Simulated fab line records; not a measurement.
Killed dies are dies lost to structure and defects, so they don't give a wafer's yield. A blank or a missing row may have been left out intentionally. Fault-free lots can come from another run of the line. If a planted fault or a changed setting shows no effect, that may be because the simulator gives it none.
Lot-split experiment :: flow n5Finfet :: 39 wafers read from 7 lots, route of 1938 steps

== THE SPLIT ITSELF ==
At N5_PMOS_HMC_CHANNEL_EPI_EPI_20 (deposits SiGe30, target thk 59 nm), the setting tempC was moved away from the recipe's 600 C on 15 of the 39 wafers read, by -1.1% to +1.0%. All remaining wafers had this setting at the recipe value.

Reading taken at the split's own step.

== THE READING ==
SiGe30_of_PMOS_HMC_CHANNEL_EPI_EPI_20.thkNm (the simulator's own value, which no gauge read), in nm, at N5_PMOS_HMC_CHANNEL_EPI_EPI_20 (deposits SiGe30, target thk 59 nm). The file gives no usual value for it. Here, 24 wafers ran the recipe; their average is 59.38 nm with a standard deviation of 0.52 nm.

wafer: L076.1
tool, chamber at the split: epiRpcvd-04, 0
tempC as run, C: 600
against the recipe: recipe
SiGe30_of_PMOS_HMC_CHANNEL_EPI_EPI_20.thkNm, nm: 59.43
against lot-mates on the recipe: -

wafer: L076.2
tool, chamber at the split: epiRpcvd-04, 0
tempC as run, C: 593.1
against the recipe: -1.1%
SiGe30_of_PMOS_HMC_CHANNEL_EPI_EPI_20.thkNm, nm: 52.35
against lot-mates on the recipe: -6.58

wafer: L076.3
tool, chamber at the split: epiRpcvd-04, 0
tempC as run, C: 593.1
against the recipe: -1.1%
SiGe30_of_PMOS_HMC_CHANNEL_EPI_EPI_20.thkNm, nm: 51.6
against lot-mates on the recipe: -7.33

wafer: L076.4
tool, chamber at the split: epiRpcvd-04, 0
tempC as run, C: 600
against the recipe: recipe
SiGe30_of_PMOS_HMC_CHANNEL_EPI_EPI_20.thkNm, nm: 58.91
against lot-mates on the recipe: -

wafer: L076.5
tool, chamber at the split: epiRpcvd-04, 0
tempC as run, C: 593.1
against the recipe: -1.1%
SiGe30_of_PMOS_HMC_CHANNEL_EPI_EPI_20.thkNm, nm: 51.79
against lot-mates on the recipe: -7.14

wafer: L076.6
tool, chamber at the split: epiRpcvd-04, 0
tempC as run, C: 600
against the recipe: recipe
SiGe30_of_PMOS_HMC_CHANNEL_EPI_EPI_20.thkNm, nm: 58.46
against lot-mates on the recipe: -

wafer: L077.1
tool, chamber at the split: epiRpcvd-03, 0
tempC as run, C: 600
against the recipe: recipe
SiGe30_of_PMOS_HMC_CHANNEL_EPI_EPI_20.thkNm, nm: 58.93
against lot-mates on the recipe: -

wafer: L077.2
tool, chamber at the split: epiRpcvd-03, 0
tempC as run, C: 597.1
against the recipe: -0.5%
SiGe30_of_PMOS_HMC_CHANNEL_EPI_EPI_20.thkNm, nm: 56.84
against lot-mates on the recipe: -2.28

wafer: L077.3
tool, chamber at the split: epiRpcvd-03, 0
tempC as run, C: 597.1
against the recipe: -0.5%
SiGe30_of_PMOS_HMC_CHANNEL_EPI_EPI_20.thkNm, nm: 55.79
against lot-mates on the recipe: -3.33

wafer: L077.4
tool, chamber at the split: epiRpcvd-03, 0
tempC as run, C: 600
against the recipe: recipe
SiGe30_of_PMOS_HMC_CHANNEL_EPI_EPI_20.thkNm, nm: 58.92
against lot-mates on the recipe: -

wafer: L077.5
tool, chamber at the split: epiRpcvd-03, 0
tempC as run, C: 597.1
against the recipe: -0.5%
SiGe30_of_PMOS_HMC_CHANNEL_EPI_EPI_20.thkNm, nm: 55.48
against lot-mates on the recipe: -3.64

wafer: L077.6
tool, chamber at the split: epiRpcvd-03, 0
tempC as run, C: 600
against the recipe: recipe
SiGe30_of_PMOS_HMC_CHANNEL_EPI_EPI_20.thkNm, nm: 59.5
against lot-mates on the recipe: -

wafer: L084.1
tool, chamber at the split: epiRpcvd-02, 0
tempC as run, C: 600
against the recipe: recipe
SiGe30_of_PMOS_HMC_CHANNEL_EPI_EPI_20.thkNm, nm: 59.31
against lot-mates on the recipe: -

wafer: L084.2
tool, chamber at the split: epiRpcvd-02, 0
tempC as run, C: 600
against the recipe: recipe
SiGe30_of_PMOS_HMC_CHANNEL_EPI_EPI_20.thkNm, nm: 58.73
against lot-mates on the recipe: -

wafer: L084.3
tool, chamber at the split: epiRpcvd-02, 0
tempC as run, C: 603.4
against the recipe: +0.6%
SiGe30_of_PMOS_HMC_CHANNEL_EPI_EPI_20.thkNm, nm: 62.15
against lot-mates on the recipe: +3.24

wafer: L084.4
tool, chamber at the split: epiRpcvd-02, 0
tempC as run, C: 603.4
against the recipe: +0.6%
SiGe30_of_PMOS_HMC_CHANNEL_EPI_EPI_20.thkNm, nm: 62.7
against lot-mates on the recipe: +3.79

wafer: L084.5
tool, chamber at the split: epiRpcvd-02, 0
tempC as run, C: 603.4
against the recipe: +0.6%
SiGe30_of_PMOS_HMC_CHANNEL_EPI_EPI_20.thkNm, nm: 62.78
against lot-mates on the recipe: +3.87

wafer: L084.6
tool, chamber at the split: epiRpcvd-02, 0
tempC as run, C: 600
against the recipe: recipe
SiGe30_of_PMOS_HMC_CHANNEL_EPI_EPI_20.thkNm, nm: 58.69
against lot-mates on the recipe: -

wafer: L087.1
tool, chamber at the split: epiRpcvd-04, 0
tempC as run, C: 600
against the recipe: recipe
SiGe30_of_PMOS_HMC_CHANNEL_EPI_EPI_20.thkNm, nm: 59.67
against lot-mates on the recipe: -

wafer: L087.2
tool, chamber at the split: epiRpcvd-04, 0
tempC as run, C: 600
against the recipe: recipe
SiGe30_of_PMOS_HMC_CHANNEL_EPI_EPI_20.thkNm, nm: 59.84
against lot-mates on the recipe: -

wafer: L087.3
tool, chamber at the split: epiRpcvd-04, 0
tempC as run, C: 600
against the recipe: recipe
SiGe30_of_PMOS_HMC_CHANNEL_EPI_EPI_20.thkNm, nm: 59.47
against lot-mates on the recipe: -

wafer: L087.4
tool, chamber at the split: epiRpcvd-04, 0
tempC as run, C: 600
against the recipe: recipe
SiGe30_of_PMOS_HMC_CHANNEL_EPI_EPI_20.thkNm, nm: 59.89
against lot-mates on the recipe: -

wafer: L087.5
tool, chamber at the split: epiRpcvd-04, 0
tempC as run, C: 600
against the recipe: recipe
SiGe30_of_PMOS_HMC_CHANNEL_EPI_EPI_20.thkNm, nm: 59.86
against lot-mates on the recipe: -

wafer: L087.6
tool, chamber at the split: epiRpcvd-04, 0
tempC as run, C: 600
against the recipe: recipe
SiGe30_of_PMOS_HMC_CHANNEL_EPI_EPI_20.thkNm, nm: 59.39
against lot-mates on the recipe: -

wafer: L090.1
tool, chamber at the split: epiRpcvd-04, 0
tempC as run, C: 603.9
against the recipe: +0.6%
SiGe30_of_PMOS_HMC_CHANNEL_EPI_EPI_20.thkNm, nm: 63.79
against lot-mates on the recipe: +4.18

wafer: L090.2
tool, chamber at the split: epiRpcvd-04, 0
tempC as run, C: 603.9
against the recipe: +0.6%
SiGe30_of_PMOS_HMC_CHANNEL_EPI_EPI_20.thkNm, nm: 64.02
against lot-mates on the recipe: +4.41

wafer: L090.3
tool, chamber at the split: epiRpcvd-04, 0
tempC as run, C: 600
against the recipe: recipe
SiGe30_of_PMOS_HMC_CHANNEL_EPI_EPI_20.thkNm, nm: 59.35
against lot-mates on the recipe: -

wafer: L090.4
tool, chamber at the split: epiRpcvd-04, 0
tempC as run, C: 603.9
against the recipe: +0.6%
SiGe30_of_PMOS_HMC_CHANNEL_EPI_EPI_20.thkNm, nm: 62.81
against lot-mates on the recipe: +3.20

wafer: L090.5
tool, chamber at the split: epiRpcvd-04, 0
tempC as run, C: 600
against the recipe: recipe
SiGe30_of_PMOS_HMC_CHANNEL_EPI_EPI_20.thkNm, nm: 60.2
against lot-mates on the recipe: -

wafer: L090.6
tool, chamber at the split: epiRpcvd-04, 0
tempC as run, C: 600
against the recipe: recipe
SiGe30_of_PMOS_HMC_CHANNEL_EPI_EPI_20.thkNm, nm: 59.29
against lot-mates on the recipe: -

wafer: L091.2
tool, chamber at the split: epiRpcvd-02, 0
tempC as run, C: 600
against the recipe: recipe
SiGe30_of_PMOS_HMC_CHANNEL_EPI_EPI_20.thkNm, nm: 60.39
against lot-mates on the recipe: -

wafer: L091.4
tool, chamber at the split: epiRpcvd-02, 0
tempC as run, C: 600
against the recipe: recipe
SiGe30_of_PMOS_HMC_CHANNEL_EPI_EPI_20.thkNm, nm: 59.67
against lot-mates on the recipe: -

wafer: L091.5
tool, chamber at the split: epiRpcvd-02, 0
tempC as run, C: 600
against the recipe: recipe
SiGe30_of_PMOS_HMC_CHANNEL_EPI_EPI_20.thkNm, nm: 60.31
against lot-mates on the recipe: -

wafer: L093.1
tool, chamber at the split: epiRpcvd-03, 0
tempC as run, C: 600
against the recipe: recipe
SiGe30_of_PMOS_HMC_CHANNEL_EPI_EPI_20.thkNm, nm: 58.78
against lot-mates on the recipe: -

wafer: L093.2
tool, chamber at the split: epiRpcvd-03, 0
tempC as run, C: 606.2
against the recipe: +1.0%
SiGe30_of_PMOS_HMC_CHANNEL_EPI_EPI_20.thkNm, nm: 65.74
against lot-mates on the recipe: +6.77

wafer: L093.3
tool, chamber at the split: epiRpcvd-03, 0
tempC as run, C: 606.2
against the recipe: +1.0%
SiGe30_of_PMOS_HMC_CHANNEL_EPI_EPI_20.thkNm, nm: 66.24
against lot-mates on the recipe: +7.27

wafer: L093.4
tool, chamber at the split: epiRpcvd-03, 0
tempC as run, C: 606.2
against the recipe: +1.0%
SiGe30_of_PMOS_HMC_CHANNEL_EPI_EPI_20.thkNm, nm: 66.02
against lot-mates on the recipe: +7.05

wafer: L093.5
tool, chamber at the split: epiRpcvd-03, 0
tempC as run, C: 600
against the recipe: recipe
SiGe30_of_PMOS_HMC_CHANNEL_EPI_EPI_20.thkNm, nm: 59.19
against lot-mates on the recipe: -

wafer: L093.6
tool, chamber at the split: epiRpcvd-03, 0
tempC as run, C: 600
against the recipe: recipe
SiGe30_of_PMOS_HMC_CHANNEL_EPI_EPI_20.thkNm, nm: 58.93
against lot-mates on the recipe: -

FIT RESULTS
A straight line over all 39 wafers: SiGe30_of_PMOS_HMC_CHANNEL_EPI_EPI_20.thkNm changes by +6.41 nm for each +1% of tempC; r = +0.99; the points scatter about the line by 0.51 nm.
The same after taking each lot's own level away (the mean of its wafers on the recipe; 39 wafers): +6.36 nm for each +1%; r = +0.99; scatter 0.39 nm.
That fit puts the effect of the largest move of tempC on the reading at 7.3 nm.
Measured against the standard deviation above, the lots' own levels, which go from 58.910 to 60.123 nm, span 2.3 times it.
The two slopes agree, so the slope changes little with the lot-to-lot level.
Check: with one of the wafers moved furthest among these (-1.1%) left out of the fit, the line predicts -7.41 nm for it against its lot-mates. It came out at -6.58 nm against them.

== THE FILE'S OWN FIT ==
SiGe30_of_PMOS_HMC_CHANNEL_EPI_EPI_20.thkNm changes by +6.37 nm for each +1% of tempC, r = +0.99.
